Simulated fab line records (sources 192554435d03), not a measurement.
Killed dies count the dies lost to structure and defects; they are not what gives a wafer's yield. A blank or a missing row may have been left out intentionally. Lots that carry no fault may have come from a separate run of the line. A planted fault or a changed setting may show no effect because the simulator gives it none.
fab line records ; flow n5_finfet
record: lots: 7; wafers: 21
route steps=1938 shown BEOL_M2@846 BEOL_M3@935 BEOL_M5@1112 BEOL_M6@1199
start_h: hours from the record's opening day to when the first of the lot's shown wafers began ; wait_h: hours since the lot's step before ; " the same as in the row above ; L1.1+2: several wafers, shown together as one row ; - no value present, or no start provided ; * or withheld: withheld ; < > ~ a bound
route shown NAME@n: NAME is a module with steps in the file, n the number in the route of the first one ; usual: mean/standard deviation taken from wafers without a fault ; same: alike in all rows ; chamber/n: place in a boat ; sites: per-site readings ; _std_site: standard deviation of those values ; _edge_site: outer sites' mean less inner sites' ; radius_mm: for every site, how far away it sits from the centre of the wafer ; mask NAME#n: copy n ; behind: the last tool/chamber to shape the wafer ; hold: reason for holding the lot/hours on hold/outcome of the hold ; device: whichever transistor did not switch (one of n, p or np) ; end of line: the tests these same wafers got at the end of their route ; a step given without rows: its recipe and nothing more ; killed: dies lost to structure and defects at the first sort, not the wafer's yield ; map: per-die view of a wafer (x killed, . not killed, _ where there is no die)
set.NAME: setting as actually run; set.NAME@STEP: the setting as run at that earlier step ; model.NAME: the simulator's own value behind a step, which no gauge read
lots with deliberately changed settings; one table per step, one row per wafer
== steps ==
step: N5_BEOL_M2_COAT_62
recipe: resist: SiARC; temp_c: 220; time_s: 60; spin_rpm: 1500; resist_thk_nm: 12
lot.wafer;tool;chamber;start_h;wait_h;set.spin_rpm;model.SiARC_of_BEOL_M2_COAT_62.thk_nm
L075.1+4;litho_track-04;0;-;-;1562;11.8
L075.6;litho_track-04;0;-;-;1500;12
L076.1+2+5;litho_track-01;0;-;-;1500;12
L084.1+6;litho_track-04;0;-;-;1605;11.6
L084.5;litho_track-04;0;-;-;1500;12
L089.3+5+6;litho_track-02;0;-;-;1500;12
L094.1+6;litho_track-02;0;-;-;1500;12
L094.4;litho_track-02;0;-;-;1624;11.6
L095.4+6;litho_track-02;0;-;-;1500;12
L095.5;litho_track-02;0;-;-;1433;12.2
L097.4+6;litho_track-04;0;-;-;1500;12
L097.5;litho_track-04;0;-;-;1652;11.4
step: N5_BEOL_M2_COAT_73
recipe: resist: underlayer; temp_c: 205; time_s: 60; spin_rpm: 1500; resist_thk_nm: 5
step: N5_BEOL_M2_COAT_05
recipe: resist: CAR-EUV; spin_rpm: 1500; resist_thk_nm: 30
step: N5_BEOL_M2_DESCUM_16
recipe: chemistry: O2; time_s: 7; source_power_w: 50; bias_power_w: 20; pressure_mtorr: 20; rf_frequency_hz: 2.712e+07; temp_c: 40; resist: CAR-EUV; o2_flow_sccm: 225
step: N5_BEOL_M2_ETCH_74
recipe: chemistry: N2/H2; target: underlayer; target_depth_a: 65; mask_material: CAR-EUV; time_s: 5.2; ion_energy_ev: 200; pressure_mtorr: 30; source_w: 840; bias_w: 150; n2_flow_sccm: 200; h2_flow_sccm: 200; ends: cleared
step: N5_BEOL_M2_ETCH_63
recipe: chemistry: CF4; target: SiARC; target_depth_a: 156; mask_material: CAR-EUV; time_s: 26; ion_energy_ev: 80; pressure_mtorr: 40; source_w: 545; bias_w: 36; Ar_flow_sccm: 100; cf4_flow_sccm: 100; ends: cleared
lot.wafer;tool;chamber;start_h;wait_h;set.spin_rpm@BEOL_M2_COAT_62;model.etch.depth_nm
L075.1;rie_diel-05;3;133.22;0.0;1562;11.82
L075.4;rie_diel-05;2;133.22;0.0;1562;11.8
L075.6;rie_diel-05;3;133.22;0.0;1500;12.04
L076.1+5;rie_diel-04;0,3;139.11;0.0;1500;12.01
L076.2;rie_diel-04;1;139.11;0.0;1500;12.05
L084.1+6;rie_diel-04;2,1;187.31;0.0;1605;11.61
L084.5;rie_diel-04;0;187.31;0.0;1500;12.01
L089.3;rie_diel-04;2;221.80;0.0;1500;12.03
L089.5;rie_diel-04;1;221.80;0.0;1500;12
L089.6;rie_diel-04;2;221.80;0.0;1500;12.02
L094.1;rie_diel-05;0;253.15;0.0;1500;11.99
L094.4;rie_diel-05;2;253.15;0.0;1624;11.51
L094.6;rie_diel-05;3;253.15;0.0;1500;11.95
L095.4+6;rie_diel-04;1,0;264.35;0.0;1500;11.96
L095.5;rie_diel-04;1;264.35;0.0;1433;12.23
L097.4+6;rie_diel-04;1,0;279.30;0.0;1500;12.02
L097.5;rie_diel-04;1;279.30;0.0;1652;11.45
step: N5_BEOL_M3_COAT_61
recipe: resist: SOC; temp_c: 250; time_s: 60; spin_rpm: 1500; resist_thk_nm: 60
lot.wafer;tool;chamber;start_h;wait_h;set.spin_rpm;model.SOC_of_BEOL_M3_COAT_61.thk_nm
L075.1+4;litho_track-05;0;143.67;0.1;1366;63
L075.6;litho_track-05;0;143.67;0.1;1500;60.2
L076.1+5;litho_track-03;0;151.07;0.1;1500;60.2
L076.2;litho_track-03;0;151.07;0.1;1500;59.8
L084.1+6;litho_track-05;0;196.04;0.1;1500;60.2
L084.5;litho_track-05;0;196.04;0.1;1555;58.8
L089.3+5+6;litho_track-05;0;236.98;0.1;1500;60
L094.1;litho_track-03;0;272.99;0.1;1500;60.2
L094.4;litho_track-03;0;272.99;0.1;1652;57.4
L094.6;litho_track-03;0;272.99;0.1;1652;57.2
L095.4+5+6;litho_track-03;0;281.63;0.1;1500;60
L097.4+5;litho_track-02;0;298.35;0.1;1448;61
L097.6;litho_track-02;0;298.35;0.1;1500;60
step: N5_BEOL_M3_COAT_05
recipe: resist: CAR-EUV; spin_rpm: 1500; resist_thk_nm: 30
lot.wafer;tool;chamber;start_h;wait_h;set.spin_rpm;model.CAR-EUV_of_BEOL_M3_COAT_05.thk_nm
L075.1;litho_track-05;0;-;-;1500;30
L075.4;litho_track-05;0;-;-;1599;29.2
L075.6;litho_track-05;0;-;-;1599;29
L076.1+2;litho_track-03;0;-;-;1604;29.2
L076.5;litho_track-03;0;-;-;1500;30
L084.1+5;litho_track-05;0;-;-;1641;28.8
L084.6;litho_track-05;0;-;-;1500;30
L089.3+5+6;litho_track-05;0;-;-;1500;30
L094.1+6;litho_track-03;0;-;-;1500;30
L094.4;litho_track-03;0;-;-;1500;30.2
L095.4;litho_track-03;0;-;-;1500;30.2
L095.5+6;litho_track-03;0;-;-;1345;31.8
L097.4;litho_track-02;0;-;-;1457;30.4
L097.5+6;litho_track-02;0;-;-;1500;30
step: N5_BEOL_M3_EBR_07
recipe: solvent: PGMEA; ebr_width_mm: 1.5
step: N5_BEOL_M3_SOFTBAKE_06
recipe: temp_c: 110; time_s: 60; resist: CAR-EUV
step: N5_BEOL_M3_EXPOSE_08
recipe: mask_id: M3; na: 0.33; source_shape: dipole; sigma_inner: 0.369; sigma_outer: 0.767; polarization: unpolarized; dose_mj: 33
step: N5_BEOL_M3_PEB_09
recipe: peb_temp_c: 100; peb_time_s: 60; resist: CAR-EUV
step: N5_BEOL_M3_DEVELOP_10
recipe: develop_time_s: 30; developer: TMAH; resist: CAR-EUV; rinse_liquid: surfactant_rinse; dry: air_spin; dev_temp_c: 23
lot.wafer;tool;chamber;start_h;wait_h;set.spin_rpm@BEOL_M3_COAT_05;model.CAR-EUV_of_BEOL_M3_COAT_05.thk_nm
L075.1;litho_track-05;0;-;-;1500;29.6
L075.4+6;litho_track-05;0;-;-;1599;28.6
L076.1+2;litho_track-02;0;-;-;1604;28.6
L076.5;litho_track-02;0;-;-;1500;29.6
L084.1+5;litho_track-05;0;-;-;1641;28.4
L084.6;litho_track-05;0;-;-;1500;29.6
L089.3+5+6;litho_track-02;0;-;-;1500;29.6
L094.1+4+6;litho_track-03;0;-;-;1500;29.6
L095.4;litho_track-05;0;-;-;1500;29.6
L095.5+6;litho_track-05;0;-;-;1345;31.4
L097.4;litho_track-03;0;-;-;1457;30
L097.5;litho_track-03;0;-;-;1500;29.4
L097.6;litho_track-03;0;-;-;1500;29.6
step: N5_BEOL_M3_ETCH_74
recipe: chemistry: N2/H2; target: underlayer; target_depth_a: 65; mask_material: CAR-EUV; time_s: 5.2; ion_energy_ev: 200; pressure_mtorr: 30; source_w: 840; bias_w: 150; n2_flow_sccm: 200; h2_flow_sccm: 200; ends: cleared
step: N5_BEOL_M3_ETCH_63
recipe: chemistry: CF4; target: SiARC; target_depth_a: 156; mask_material: CAR-EUV; time_s: 26; ion_energy_ev: 80; pressure_mtorr: 40; source_w: 545; bias_w: 36; Ar_flow_sccm: 100; cf4_flow_sccm: 100; ends: cleared
step: N5_BEOL_M3_ETCH_64
recipe: chemistry: N2/H2; target: SOC; target_depth_a: 750; overetch_a: 150; mask_material: SiARC; temp_c: 40; time_s: 112.5; ion_energy_ev: 200; pressure_mtorr: 30; source_w: 840; bias_w: 150; n2_flow_sccm: 200; h2_flow_sccm: 200
lot.wafer;tool;chamber;start_h;wait_h;set.spin_rpm@BEOL_M3_COAT_61;model.etch.depth_nm
L075.1;rie_diel-02;3;144.26;0.0;1366;62.9
L075.4;rie_diel-02;0;144.26;0.0;1366;63
L075.6;rie_diel-02;1;144.26;0.0;1500;60.13
L076.1;rie_diel-03;0;151.54;0.0;1500;60.13
L076.2;rie_diel-03;3;151.54;0.0;1500;59.9
L076.5;rie_diel-03;3;151.54;0.0;1500;60.21
L084.1;rie_diel-03;2;196.51;0.0;1500;60.18
L084.5;rie_diel-03;3;196.51;0.0;1555;58.9
L084.6;rie_diel-03;0;196.51;0.0;1500;60.12
L089.3;rie_diel-02;3;237.57;0.0;1500;60.04
L089.5;rie_diel-02;2;237.57;0.0;1500;60.03
L089.6;rie_diel-02;1;237.57;0.0;1500;60.02
L094.1;rie_diel-03;2;273.45;0.0;1500;60.21
L094.4;rie_diel-03;3;273.45;0.0;1652;57.37
L094.6;rie_diel-03;2;273.45;0.0;1652;57.14
L095.4;rie_diel-03;3;282.56;0.1;1500;60.01
L095.5;rie_diel-03;1;282.56;0.1;1500;59.92
L095.6;rie_diel-03;2;282.56;0.1;1500;59.97
L097.4;rie_diel-01;2;298.81;0.0;1448;60.99
L097.5;rie_diel-01;3;298.81;0.0;1448;61.08
L097.6;rie_diel-01;2;298.81;0.0;1500;60
step: N5_BEOL_M3_STRIP_65
recipe: chemistry: N2/H2; temp_c: 40; n2_flow_sccm: 200; h2_flow_sccm: 200; rf_frequency_hz: 6e+07
step: N5_BEOL_M3_STRIP_75
recipe: chemistry: N2/H2; temp_c: 40; n2_flow_sccm: 200; h2_flow_sccm: 200; rf_frequency_hz: 6e+07
step: N5_BEOL_M3_STRIP_66
recipe: chemistry: CF4; resist: SiARC; power_w: 300; bias_power_w: 75; pressure_mtorr: 50; cf4_flow_sccm: 150; rf_frequency_hz: 6e+07
step: N5_BEOL_M3_HM_OPEN_17
recipe: chemistry: Cl2/BCl3; target_depth_a: 200; overetch_a: 60; target: TiN; mask_material: SOC; ion_energy_ev: 150; pressure_mtorr: 10; icp_w: 1000; bias_w: 126; Cl2_flow_sccm: 53.25; bcl3_flow_sccm: 21.75; Ar_flow_sccm: 25
lot.wafer;tool;chamber;start_h;wait_h;set.spin_rpm@BEOL_M3_COAT_61;model.SOC_of_BEOL_M3_COAT_61.thk_nm
L075.1+4;rie_metal-01;1;144.43;0.0;1366;55.4
L075.6;rie_metal-01;0;144.43;0.0;1500;52
L076.1;rie_metal-01;0;151.71;0.0;1500;52
L076.2;rie_metal-01;1;151.71;0.0;1500;52.2
L076.5;rie_metal-01;1;151.71;0.0;1500;52.6
L084.1;rie_metal-02;1;196.68;0.0;1500;51.8
L084.5;rie_metal-02;1;196.68;0.0;1555;50.6
L084.6;rie_metal-02;0;196.68;0.0;1500;52.4
L089.3+5;rie_metal-01;0;237.76;0.1;1500;52
L089.6;rie_metal-01;1;237.76;0.1;1500;52.4
L094.1;rie_metal-02;0;273.62;0.0;1500;52.6
L094.4;rie_metal-02;0;273.62;0.0;1652;49.8
L094.6;rie_metal-02;0;273.62;0.0;1652;49.4
L095.4+5+6;rie_metal-03;1;282.77;0.1;1500;51.8
L097.4;rie_metal-02;1;299.01;0.1;1448;52.8
L097.5;rie_metal-02;0;299.01;0.1;1448;53.6
L097.6;rie_metal-02;1;299.01;0.1;1500;51.8
step: N5_BEOL_M3_EXPOSE_25
recipe: mask_id: V2; na: 0.33; source_shape: quasar; sigma_inner: 0.2; sigma_outer: 0.8; polarization: unpolarized; defocus_nm: 5; dose_mj: 63
lot.wafer;tool;chamber;start_h;wait_h;mask;set.dose_mj
L075.1+4;euv_scanner-01;0;144.93;-;V2#0;64.85
L075.6;euv_scanner-01;0;144.93;-;V2#0;63
L076.1+5;euv_scanner-02;0;152.19;-;V2#0;58.87
L076.2;euv_scanner-02;0;152.19;-;V2#0;63
L084.1+5+6;euv_scanner-02;0;197.04;-;V2#0;63
L089.3+5+6;euv_scanner-02;0;238.11;-;V2#0;63
L094.1;euv_scanner-01;0;273.97;-;V2#0;63
L094.4+6;euv_scanner-01;0;273.97;-;V2#0;66.95
L095.4+5;euv_scanner-01;0;283.15;-;V2#0;63
L095.6;euv_scanner-01;0;283.15;-;V2#0;67.68
L097.4+5+6;euv_scanner-02;0;299.54;-;V2#0;63
step: N5_BEOL_M3_PEB_26
recipe: peb_temp_c: 100; peb_time_s: 60; resist: CAR-EUV
step: N5_BEOL_M3_DEVELOP_27
recipe: develop_time_s: 30; developer: TMAH; resist: CAR-EUV; rinse_liquid: surfactant_rinse; dry: air_spin; dev_temp_c: 23
step: N5_BEOL_M3_CD_MEAS_28
recipe: target_cd_nm: 25.7; landing_energy_ev: 500; detector: se_inlens; target_cd_y_nm: 23.3; polarity: opening
usual: cd_nm: 25.7/0.31
lot.wafer;tool;chamber;start_h;wait_h;set.dose_mj@BEOL_M3_EXPOSE_25;cd_nm
L075.1;cd_sem-03;0;145.07;-;64.85;25.9
L075.4;cd_sem-03;0;145.07;-;64.85;25.7
L075.6;cd_sem-03;0;145.07;-;63;24.9
L076.1;cd_sem-03;0;152.33;-;58.87;25.0
L076.2;cd_sem-03;0;152.33;-;63;26.1
L076.5;cd_sem-03;0;152.33;-;58.87;24.9
L084.1;cd_sem-02;0;197.19;-;63;25.7
L084.5;cd_sem-02;0;197.19;-;63;25.5
L084.6;cd_sem-02;0;197.19;-;63;25.9
L089.3;cd_sem-01;0;238.24;-;63;25.6
L089.5;cd_sem-01;0;238.24;-;63;25.6
L089.6;cd_sem-01;0;238.24;-;63;25.9
L094.1;cd_sem-01;0;274.12;-;63;26.0
L094.4;cd_sem-01;0;274.12;-;66.95;27.0
L094.6;cd_sem-01;0;274.12;-;66.95;27.3
L095.4;cd_sem-03;0;283.27;-;63;25.7
L095.5;cd_sem-03;0;283.27;-;63;26.1
L095.6;cd_sem-03;0;283.27;-;67.68;27.4
L097.4;cd_sem-02;0;299.66;-;63;25.6
L097.5;cd_sem-02;0;299.66;-;63;25.1
L097.6;cd_sem-02;0;299.66;-;63;25.6
step: N5_BEOL_M5_ILD_DEP_00
recipe: material: SiCOH_lowk; target_thk_a: 1406.4; temp_c: 300; precursor: DEMS/porogen; pressure_torr: 5; rf_w: 500; time_s: 25.9
lot.wafer;tool;chamber;start_h;wait_h;set.time_s;model.SiCOH_lowk_of_BEOL_M5_ILD_DEP_00.thk_nm
L075.1;pecvd-04;2;161.62;0.8;25.9;140.4
L075.4;pecvd-04;0;161.62;0.8;25.9;140
L075.6;pecvd-04;1;161.62;0.8;29.62;163.4
L076.1;pecvd-03;0;181.53;0.8;25.9;141.2
L076.2;pecvd-03;2;181.53;0.8;23.98;131.8
L076.5;pecvd-03;2;181.53;0.8;25.9;145.6
L084.1;pecvd-03;1;220.85;0.8;28.46;154.6
L084.5;pecvd-03;0;220.85;0.8;25.9;141.8
L084.6;pecvd-03;1;220.85;0.8;28.46;158.2
L089.3;pecvd-02;2;267.58;0.5;25.9;140.4
L089.5;pecvd-02;1;267.58;0.5;25.9;143.2
L089.6;pecvd-02;2;267.58;0.5;25.9;141.4
L094.1+6;pecvd-03;1,2;296.95;0.8;25.9;140.4
L094.4;pecvd-03;1;296.95;0.8;25.9;141.6
L095.4;pecvd-04;2;306.12;0.4;26.96;147.2
L095.5;pecvd-04;0;306.12;0.4;25.9;139.8
L095.6;pecvd-04;1;306.12;0.4;25.9;142.6
L097.4;pecvd-02;1;326.31;0.4;29.3;160
L097.5;pecvd-02;0;326.31;0.4;25.9;142.6
L097.6;pecvd-02;2;326.31;0.4;25.9;143.2
step: N5_BEOL_M5_CURE_79
recipe: temp_c: 385; time_s: 240; ambient: He/Ar; material: SiCOH_lowk
lot.wafer;tool;chamber;start_h;wait_h;set.time_s@BEOL_M5_ILD_DEP_00;model.SiCOH_lowk_of_BEOL_M5_ILD_DEP_00.thk_nm
L075.1;uv_cure-01;1;161.68;0.0;25.9;120.8
L075.4;uv_cure-01;1;161.68;0.0;25.9;120.4
L075.6;uv_cure-01;1;161.68;0.0;29.62;140.8
L076.1;uv_cure-01;2;181.59;0.0;25.9;121.4
L076.2;uv_cure-01;2;181.59;0.0;23.98;113.4
L076.5;uv_cure-01;2;181.59;0.0;25.9;125.4
L084.1;uv_cure-01;0;220.91;0.0;28.46;133.2
L084.5;uv_cure-01;0;220.91;0.0;25.9;122
L084.6;uv_cure-01;0;220.91;0.0;28.46;136.2
L089.3;uv_cure-01;2;267.80;0.2;25.9;120.8
L089.5;uv_cure-01;2;267.80;0.2;25.9;123.2
L089.6;uv_cure-01;2;267.80;0.2;25.9;121.8
L094.1+6;uv_cure-03;2;297.01;0.0;25.9;120.8
L094.4;uv_cure-03;2;297.01;0.0;25.9;121.8
L095.4;uv_cure-03;1;306.64;0.5;26.96;126.8
L095.5;uv_cure-03;1;306.64;0.5;25.9;120.2
L095.6;uv_cure-03;1;306.64;0.5;25.9;122.6
L097.4;uv_cure-02;2;326.59;0.3;29.3;137.8
L097.5;uv_cure-02;2;326.59;0.3;25.9;122.6
L097.6;uv_cure-02;2;326.59;0.3;25.9;123.2
step: N5_BEOL_M5_THK_MEAS_01
recipe: reads: SiCOH_lowk_of_BEOL_M5_ILD_DEP_00
usual: M5_ILD_THK: 121.8/1.8
lot.wafer;tool;chamber;start_h;wait_h;set.time_s@BEOL_M5_ILD_DEP_00;M5_ILD_THK[nm]
L075.1;film_metro-02;-;162.19;0.4;25.9;120.9
L075.4;film_metro-02;-;162.19;0.4;25.9;120.5
L075.6;film_metro-02;-;162.19;0.4;29.62;140.8
L076.1;film_metro-01;-;182.58;0.8;25.9;121.4
L076.2;film_metro-01;-;182.58;0.8;23.98;113.5
L076.5;film_metro-01;-;182.58;0.8;25.9;125.3
L084.1;film_metro-01;-;221.43;0.4;28.46;133.1
L084.5;film_metro-01;-;221.43;0.4;25.9;122.0
L084.6;film_metro-01;-;221.43;0.4;28.46;136.2
L089.3;film_metro-02;-;268.16;0.3;25.9;120.8
L089.5;film_metro-02;-;268.16;0.3;25.9;123.4
L089.6;film_metro-02;-;268.16;0.3;25.9;121.6
L094.1;film_metro-02;-;298.00;0.8;25.9;120.8
L094.4;film_metro-02;-;298.00;0.8;25.9;121.8
L094.6;film_metro-02;-;298.00;0.8;25.9;120.8
L095.4;film_metro-02;-;307.16;0.4;26.96;126.8
L095.5;film_metro-02;-;307.16;0.4;25.9;120.3
L095.6;film_metro-02;-;307.16;0.4;25.9;122.6
L097.4;film_metro-02;-;326.86;0.2;29.3;137.7
L097.5;film_metro-02;-;326.86;0.2;25.9;122.8
L097.6;film_metro-02;-;326.86;0.2;25.9;123.2
step: N5_BEOL_M5_ETCH_68
recipe: chemistry: N2/H2; target: SOC; target_depth_a: 800; overetch_a: 160; mask_material: SiARC; temp_c: 40; time_s: 120; ion_energy_ev: 200; pressure_mtorr: 30; source_w: 840; bias_w: 150; n2_flow_sccm: 200; h2_flow_sccm: 200
usual: rf_vpp_V: 523.6/2.7
lot.wafer;tool;chamber;start_h;wait_h;set.bias_w;rf_vpp_V;model.SiARC_of_BEOL_M5_COAT_66.thk_nm
L075.1;rie_diel-02;1;164.33;0.0;150;523.2;6.4
L075.4;rie_diel-02;2;164.33;0.0;131.9;480.0;7.2
L075.6;rie_diel-02;1;164.33;0.0;131.9;482.8;7.2
L076.1;rie_diel-01;0;184.93;0.0;150;523.5;6.4
L076.2;rie_diel-01;3;184.93;0.0;150;525.9;6
L076.5;rie_diel-01;1;184.93;0.0;150;520.7;6.6
L084.1;rie_diel-03;2;225.20;0.0;150;526.0;6.4
L084.5;rie_diel-03;1;225.20;0.0;150;520.2;6.4
L084.6;rie_diel-03;2;225.20;0.0;150;525.0;6.6
L089.3;rie_diel-02;3;277.88;0.0;150;527.6;6.8
L089.5;rie_diel-02;3;277.88;0.0;150;528.3;6.8
L089.6;rie_diel-02;2;277.88;0.0;150;521.9;6.4
L094.1;rie_diel-01;2;301.77;0.0;150;522.1;6
L094.4;rie_diel-01;0;301.77;0.0;129.4;475.1;7.4
L094.6;rie_diel-01;3;301.77;0.0;129.4;478.9;7
L095.4;rie_diel-01;2;311.77;0.0;150;521.3;6
L095.5;rie_diel-01;3;311.77;0.0;158.7;546.2;5.6
L095.6;rie_diel-01;2;311.77;0.0;158.7;540.5;5.6
L097.4;rie_diel-01;0;332.98;0.0;150;523.2;6.4
L097.5;rie_diel-01;2;332.98;0.0;150;523.0;6
L097.6;rie_diel-01;1;332.98;0.0;150;528.9;6.4
step: N5_BEOL_M5_ETCH_41
recipe: chemistry: CH3F/O2; target: SiCN; target_depth_a: 315; taper_deg: 2; time_s: 56.7; ion_energy_ev: 120; mask_material: TiN; pressure_mtorr: 30; source_w: 395; bias_w: 75; Ar_flow_sccm: 150; CH3F_flow_sccm: 30; O2_flow_sccm: 20
usual: rf_vpp_V: 297.3/1.8
lot.wafer;tool;chamber;start_h;wait_h;set.source_w;rf_vpp_V
L075.1;rie_diel-02;1;-;-;395;295.6
L075.4;rie_diel-02;2;-;-;395;295.3
L075.6;rie_diel-02;1;-;-;449.5;285.0
L076.1;rie_diel-01;0;-;-;458.2;284.9
L076.2;rie_diel-01;3;-;-;458.2;286.1
L076.5;rie_diel-01;1;-;-;395;294.3
L084.1;rie_diel-03;2;-;-;395;298.8
L084.5;rie_diel-03;1;-;-;395;294.7
L084.6;rie_diel-03;2;-;-;395;298.5
L089.3;rie_diel-02;3;-;-;395;299.6
L089.5;rie_diel-02;3;-;-;395;298.9
L089.6;rie_diel-02;2;-;-;395;293.8
L094.1;rie_diel-01;2;-;-;375.2;301.1
L094.4;rie_diel-01;0;-;-;395;297.8
L094.6;rie_diel-01;3;-;-;375.2;302.6
L095.4;rie_diel-01;2;-;-;425.2;288.9
L095.5;rie_diel-01;3;-;-;425.2;291.5
L095.6;rie_diel-01;2;-;-;395;296.9
L097.4;rie_diel-01;0;-;-;439.8;288.4
L097.5;rie_diel-01;2;-;-;395;298.1
L097.6;rie_diel-01;1;-;-;439.8;290.4
step: N5_BEOL_M6_COAT_59
recipe: resist: SOC; temp_c: 250; time_s: 60; spin_rpm: 1500; resist_thk_nm: 100
lot.wafer;tool;chamber;start_h;wait_h;set.spin_rpm;model.SOC_of_BEOL_M6_COAT_59.thk_nm
L075.1;litho_track-05;0;173.80;0.1;1665;94.8
L075.4;litho_track-05;0;173.80;0.1;1500;100.2
L075.6;litho_track-05;0;173.80;0.1;1665;95
L076.1;litho_track-05;0;193.78;0.1;1457;101.6
L076.2;litho_track-05;0;193.78;0.1;1500;100.2
L076.5;litho_track-05;0;193.78;0.1;1500;100.4
L084.1;litho_track-03;0;235.63;0.1;1500;100
L084.5+6;litho_track-03;0;235.63;0.1;1404;103.4
L089.3+5;litho_track-03;0;289.51;0.1;1500;99.8
L089.6;litho_track-03;0;289.51;0.1;1500;100
L094.1;litho_track-03;0;312.59;0.1;1565;98
L094.4+6;litho_track-03;0;312.59;0.1;1500;100
L095.4;litho_track-03;0;321.28;0.1;1585;97.2
L095.5;litho_track-03;0;321.28;0.1;1500;100
L095.6;litho_track-03;0;321.28;0.1;1500;99.6
L097.4+5;litho_track-04;0;342.04;0.1;1500;99.8
L097.6;litho_track-04;0;342.04;0.1;1500;99.6
== key ==
split: step: N5_BEOL_M2_COAT_62; setting: spin_rpm; stated: 1500; by: wafer
response: step: N5_BEOL_M2_COAT_62; reading: model.SiARC_of_BEOL_M2_COAT_62.thk_nm; change: -0.0541; per: 1%; r: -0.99
response: step: N5_BEOL_M2_ETCH_63; reading: model.etch.depth_nm; change: -0.0566; per: 1%; r: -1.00
split: step: N5_BEOL_M3_COAT_61; setting: spin_rpm; stated: 1500; by: wafer
response: step: N5_BEOL_M3_COAT_61; reading: model.SOC_of_BEOL_M3_COAT_61.thk_nm; change: -0.303; per: 1%; r: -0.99
response: step: N5_BEOL_M3_ETCH_64; reading: model.etch.depth_nm; change: -0.304; per: 1%; r: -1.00
response: step: N5_BEOL_M3_HM_OPEN_17; reading: model.SOC_of_BEOL_M3_COAT_61.thk_nm; change: -0.342; per: 1%; r: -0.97
split: step: N5_BEOL_M3_COAT_05; setting: spin_rpm; stated: 1500; by: wafer
response: step: N5_BEOL_M3_COAT_05; reading: model.CAR-EUV_of_BEOL_M3_COAT_05.thk_nm; change: -0.137; per: 1%; r: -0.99
response: step: N5_BEOL_M3_DEVELOP_10; reading: model.CAR-EUV_of_BEOL_M3_COAT_05.thk_nm; change: -0.152; per: 1%; r: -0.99
split: step: N5_BEOL_M3_EXPOSE_25; setting: dose_mj; stated: 63; by: wafer
response: step: N5_BEOL_M3_CD_MEAS_28; reading: cd_nm; change: +0.194; per: 1%; r: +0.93
split: step: N5_BEOL_M5_ILD_DEP_00; setting: time_s; stated: 25.9; by: wafer
response: step: N5_BEOL_M5_ILD_DEP_00; reading: model.SiCOH_lowk_of_BEOL_M5_ILD_DEP_00.thk_nm; change: +1.48; per: 1%; r: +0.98
response: step: N5_BEOL_M5_CURE_79; reading: model.SiCOH_lowk_of_BEOL_M5_ILD_DEP_00.thk_nm; change: +1.29; per: 1%; r: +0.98
response: step: N5_BEOL_M5_THK_MEAS_01; reading: M5_ILD_THK; change: +1.28; per: 1%; r: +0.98
split: step: N5_BEOL_M5_ETCH_68; setting: bias_w; stated: 150; by: wafer
response: step: N5_BEOL_M5_ETCH_68; reading: rf_vpp_V; change: +3.4; per: 1%; r: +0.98
response: step: N5_BEOL_M5_ETCH_68; reading: model.SiARC_of_BEOL_M5_COAT_66.thk_nm; change: -0.0774; per: 1%; r: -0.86
split: step: N5_BEOL_M5_ETCH_41; setting: source_w; stated: 395; by: wafer
response: step: N5_BEOL_M5_ETCH_41; reading: rf_vpp_V; change: -0.691; per: 1%; r: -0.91
split: step: N5_BEOL_M6_COAT_59; setting: spin_rpm; stated: 1500; by: wafer
response: step: N5_BEOL_M6_COAT_59; reading: model.SOC_of_BEOL_M6_COAT_59.thk_nm; change: -0.485; per: 1%; r: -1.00
